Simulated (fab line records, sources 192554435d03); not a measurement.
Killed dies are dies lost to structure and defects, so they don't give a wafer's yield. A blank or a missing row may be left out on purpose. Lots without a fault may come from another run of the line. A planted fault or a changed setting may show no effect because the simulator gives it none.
A struck lot beside a sound one | flow n5_finfet | 35 steps out of a route of 1938
Sound: wafers L171.1, L171.3, L171.6. Struck: wafer L160.3. (L160.2, L160.4 of the same lot were not struck and are left out.) The cause comes at the end.
At each step with rows: each side's tool, then ch and its chambers, then its first start. Under that, the readings that differ: sound wafers | struck wafers | difference of the means | sigmas: that difference in standard deviations of wafers without a fault.
alike: readings whose means differ by less than 2 such deviations, and words and numbers that are the same on both sides. not compared: withheld readings, readings that some wafer has no value for, bounds like >300 that may hide the same value, and numbers for which the record gives no deviation and whose values overlap.
The two part at a step that has a row with sigmas, a row that says differs or no value, or rows on one side only. Numbers that don't overlap but have no deviation are shown without sigmas and don't part them. A reading that every wafer of one side lacks parts them only if that side has two wafers or more.

first, 11 steps without rows for these wafers: N5_BEOL_M15_STRIP_36 (strips in O2); N5_BEOL_M15_STRIP_62 (strips in O2); N5_BEOL_M15_STRIP_37 (strips in O2); N5_BEOL_M15_ETCH_38 (etches SiCN in CF4/N2, target depth 106.4 nm, time 120.5 s); N5_BEOL_M15_PRECLEAN_39 (cleans in residue remover, time 60 s); N5_BEOL_M15_SRD_40 (time 30 s, dry time 30 s); N5_BEOL_M15_DEGAS_41 (time 60 s); N5_BEOL_M15_PRE_CLEAN_42 (time 30 s); N5_BEOL_M15_SPUTTER_43 (material TaN, target thk 15 nm, time 24.19 s); N5_BEOL_M15_SPUTTER_44 (material Ta, target thk 15 nm, time 24.19 s); N5_BEOL_M15_SPUTTER_45 (material Cu, target thk 100 nm, time 16.67 s).
N5_BEOL_M15_ECD_47: material Cu, target thk 1860 nm.
  sound on ecd_cu-02 ch 0,1, day 16 20:49; struck on ecd_cu-01 ch 0,1, day 13 02:58
then, 22 steps without rows for these wafers: N5_BEOL_M15_ANNEAL_48 (time 90 s); N5_BEOL_M15_CMP_49 (polishes, stops on SiO2, t overpolish 4.9 s, target thk 850 nm); N5_BEOL_M15_PRE_CLEAN_52 (time 15 s); N5_BEOL_M15_DEP_53 (deposits SiCN from 3MS/NH3, target thk 50 nm, time 17.8 s); N5_PASSIVATION_PECVD_00 (deposits SiO2 from SiH4/N2O, target thk 200 nm, time 11.2 s); N5_MIM_BOT_DEGAS_01 (time 60 s); N5_MIM_BOT_SPUTTER_00 (material TiN, target thk 35 nm, time 89.7 s); N5_MIM_TOP_ALD_00 (deposits Al2O3, purge time 3 s, co reactant pulse time 3 s); N5_MIM_TOP_ALD_01 (deposits HfO2, target thk 5.6 nm, pulse time 1 s, purge time 3 s); N5_MIM_TOP_ALD_02 (deposits Al2O3, purge time 3 s, co reactant pulse time 3 s); N5_MIM_TOP_DEGAS_04 (time 60 s); N5_MIM_TOP_SPUTTER_03 (material TiN, target thk 35 nm, time 89.7 s); N5_MIM_TOP_LITHO_HMDS_01 (time 60 s); N5_MIM_TOP_LITHO_COAT_02; N5_MIM_TOP_LITHO_EBR_04; N5_MIM_TOP_LITHO_SOFTBAKE_03 (time 90 s); N5_MIM_TOP_LITHO_EXPOSE_05 (exposes mask MIM TOP, target cd 2000 nm); N5_MIM_TOP_LITHO_PEB_06; N5_MIM_TOP_LITHO_DEVELOP_07 (develop time 60 s); N5_MIM_TOP_LITHO_HARDBAKE_09 (time 120 s); N5_MIM_TOP_LITHO_DESCUM_10 (chemistry O2, time 7.9 s); N5_MIM_TOP_ETCH_ETCH_00 (etches TiN in Cl2/BCl3, target depth 38.5 nm).
N5_PASSIVATION_PROBE_49:
  sound on prober-01, day 17 13:28; struck on prober-01, day 13 18:43
  reading                  | sound          | struck | difference | sigmas
  defect_limited_yield (%) | 92.7 89.8 88.0 | 60.8   | -29.4      | -20
  killed_at_M4_up          | 7 9 9          | 381    | +373       | +75
  killed_dies              | 86 120 142     | 462    | +346       | +20
  killed_on_rim            | 11 16 21       | 58     | +42        | +11
  sort_bin_5_function (%)  | 4.1 6.6 7.2    | 24.7   | +18.7      | +20
  sort_bin_6_memory (%)    | 3.1 3.6 4.5    | 12.7   | +9.0       | +14
  sort_n_pass              | 1094 1060 1038 | 718    | -346       | -20
  sort_yield_pct (%)       | 92.7 89.8 88.0 | 60.8   | -29.4      | -20
  alike: killed_at_M0_to_M3, killed_at_contacts, killed_at_front_end, killed_at_other, killed_open, killed_short

WHERE THEY PART
Only at N5_PASSIVATION_PROBE_49, within this record.

WHY: what the simulator had put in
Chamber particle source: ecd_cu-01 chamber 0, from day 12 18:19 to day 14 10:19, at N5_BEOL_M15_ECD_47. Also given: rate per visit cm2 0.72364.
